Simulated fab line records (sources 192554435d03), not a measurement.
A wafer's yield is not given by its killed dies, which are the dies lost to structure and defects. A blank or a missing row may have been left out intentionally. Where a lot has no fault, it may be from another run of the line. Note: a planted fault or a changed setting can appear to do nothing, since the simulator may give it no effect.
Split-lot experiment -- flow n5 finfet -- 21 wafers read across 7 lots, on a route 1938 steps long

== SPLIT DETAILS ==
At N5_MOL_CONTACT_COAG_COAT_58 (time 60 s, resist thk 10 nm), the setting spin rpm was moved away from the recipe's 1500 rpm on 6 of the 21 wafers read, by -10.2% to -5.5%. For the rest of the wafers, this setting stayed at what the recipe calls for.

The reading is taken at the split's own step.

== THE READING ==
underlayer_of_MOL_CONTACT_COAG_COAT_58.thk nm (the simulator's own value, which no gauge read), in nm, at N5_MOL_CONTACT_COAG_COAT_58 (time 60 s, resist thk 10 nm). The file does not state a usual value for it.

wafer,"tool, chamber at the split","spin rpm as run, rpm",against the recipe,"underlayer_of_MOL_CONTACT_COAG_COAT_58.thk nm, nm",against lot-mates on the recipe
L076.1,"litho track-04, 0",1500,recipe,10,-
L076.5,"litho track-04, 0",1500,recipe,10,-
L076.3,"litho track-04, 0",1374,-8.4%,10.4,+0.4
L078.4,"litho track-04, 0",1500,recipe,10,-
L078.5,"litho track-04, 0",1500,recipe,10,-
L078.6,"litho track-04, 0",1500,recipe,10,-
L080.2,"litho track-01, 0",1500,recipe,10,-
L080.4,"litho track-01, 0",1417,-5.5%,10.2,+0.2
L080.6,"litho track-01, 0",1417,-5.5%,10.2,+0.2
L081.4,"litho track-05, 0",1347,-10.2%,10.6,+0.6
L081.5,"litho track-05, 0",1500,recipe,10,-
L081.6,"litho track-05, 0",1500,recipe,10,-
L084.1,"litho track-05, 0",1500,recipe,10,-
L084.6,"litho track-05, 0",1500,recipe,10,-
L084.4,"litho track-05, 0",1360,-9.3%,10.4,+0.4
L086.2,"litho track-04, 0",1500,recipe,10,-
L086.6,"litho track-04, 0",1500,recipe,10,-
L086.5,"litho track-04, 0",1358,-9.5%,10.6,+0.6
L092.2,"litho track-04, 0",1500,recipe,10,-
L092.3,"litho track-04, 0",1500,recipe,10,-
L092.4,"litho track-04, 0",1500,recipe,10,-

FIT RESULTS
A straight line over all 21 wafers: underlayer_of_MOL_CONTACT_COAG_COAT_58.thk nm changes by -0.0518 nm for each +1% of spin rpm; r = -0.98; the points scatter about the line by 0.046 nm.
The same after taking each lot's own level away (the mean of its wafers on the recipe; 21 wafers): -0.0518 nm for each +1%; r = -0.98; scatter 0.046 nm.
According to that fit, moving spin rpm by its largest amount changes the reading by 0.53 nm.
The lots' own levels span 10.00 to 10.00 nm.
Hence the lot-to-lot level has little effect on the slope; both slopes agree.
Check: for one of the wafers moved furthest among these (-10.2%), held out of the fit, the line's prediction against its lot-mates is +0.496 nm. Against them it came out at +0.6 nm.

== OTHER SPLITS APPLIED TO THESE WAFERS ==
Note: prior to the reading, these wafers also went through further splits. Each is held against what the fit with the lots' levels taken away leaves over:
other split on the same wafers,wafers away from the commonest value,r with underlayer_of_MOL_CONTACT_COAG_COAT_58.thk nm (lot level and that fit taken away)
N5_SD_EPI_P_EPI_21 temp c,9,-0.36
N5_SDB_COAT_05 spin rpm,6,+0.12
N5_HKMG_FIN_EXPOSE_46 dose mj,9,+0.20
N5_GATE_CUT_EXPOSE_10 dose mj,9,+0.24

== THE FILE'S OWN FIT ==
underlayer_of_MOL_CONTACT_COAG_COAT_58.thk nm changes by -0.0524 nm for each +1% of spin rpm, r = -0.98.
